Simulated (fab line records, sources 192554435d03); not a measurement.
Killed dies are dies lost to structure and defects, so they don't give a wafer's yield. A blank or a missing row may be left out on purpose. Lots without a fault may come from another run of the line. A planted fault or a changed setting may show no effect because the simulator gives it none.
Chamber matching | flow n5_finfet | N5_HKMG_FIN_ETCH_86 on rie_diel-03: 4 sister chambers
The step etches SOC in N2/H2, stops on TiN, target depth 393.2 nm. 16 wafers are shown with their chamber, then 8 later ones without.

WAFERS WITH THEIR CHAMBER
wafer  | chamber | showerhead_plenum_p_Torr (Torr) | throttle_valve_pct (%) | drypump_motor_current_A (A)
L075.1 | 0       | 2.40                            | 17.80                  | 5.6
L075.3 | 3       | 2.52                            | 17.44                  | 6.4
L075.6 | 2       | 2.44                            | 18.09                  | 5.7
L080.1 | 2       | 2.43                            | 18.11                  | 5.7
L080.3 | 1       | 2.73                            | 17.92                  | 5.5
L080.4 | 3       | 2.52                            | 17.46                  | 6.4
L083.1 | 1       | 2.72                            | 17.91                  | 5.5
L083.2 | 3       | 2.52                            | 17.47                  | 6.5
L083.5 | 0       | 2.40                            | 17.84                  | 5.6
L084.2 | 1       | 2.72                            | 17.94                  | 5.5
L084.4 | 3       | 2.51                            | 17.47                  | 6.5
L084.5 | 2       | 2.43                            | 18.11                  | 5.7
L087.3 | 3       | 2.51                            | 17.47                  | 6.4
L087.4 | 3       | 2.51                            | 17.48                  | 6.4
L087.5 | 2       | 2.42                            | 18.12                  | 5.6
L090.1 | 1       | 2.72                            | 17.94                  | 5.5

SIGNATURES (means of the wafers above)
reading                  | chamber 0 | chamber 1 | chamber 2 | chamber 3 | scatter within a chamber
showerhead_plenum_p_Torr | 2.4000    | 2.7225    | 2.4300    | 2.5150    | 0.00595
throttle_valve_pct       | 17.8200   | 17.9275   | 18.1075   | 17.4650   | 0.0155
drypump_motor_current_A  | 5.600     | 5.500     | 5.675     | 6.433     | 0.0417
Rule: a wafer's distance from a chamber is the root of the sum, over the readings, of the square of ((its reading less the chamber's mean) divided by the reading's scatter). The wafer belongs to the nearest chamber; if the next one is less than 2 further off, it can't be placed. The scatter: the root of (the sum of the squares of (reading less its chamber's mean) over the shown wafers, divided by (wafers less chambers)).

WAFERS WITHOUT THEIR CHAMBER
wafer  | showerhead_plenum_p_Torr (Torr) | throttle_valve_pct (%) | drypump_motor_current_A (A)
L090.4 | 2.51                            | 17.50                  | 6.5
L090.6 | 2.42                            | 18.13                  | 5.6
L094.3 | 2.50                            | 17.51                  | 6.4
L094.4 | 2.42                            | 18.17                  | 5.7
L094.5 | 2.71                            | 17.49                  | 5.7
L095.1 | 2.71                            | 17.49                  | 5.7
L095.3 | 2.71                            | 17.98                  | 5.5
L095.4 | 2.50                            | 17.50                  | 6.4

WHICH CHAMBER EACH WENT THROUGH
wafer  | from the rows above | in truth
L090.4 | 3                   | 3
L090.6 | 2                   | 2
L094.3 | 3                   | 3
L094.4 | 2                   | 2
L094.5 | 1                   | 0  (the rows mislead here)
L095.1 | 1                   | 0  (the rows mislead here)
L095.3 | 1                   | 1
L095.4 | 3                   | 3
Placed correctly: 6 of 8. Can't be placed from these rows: 0. Placed wrongly: 2.
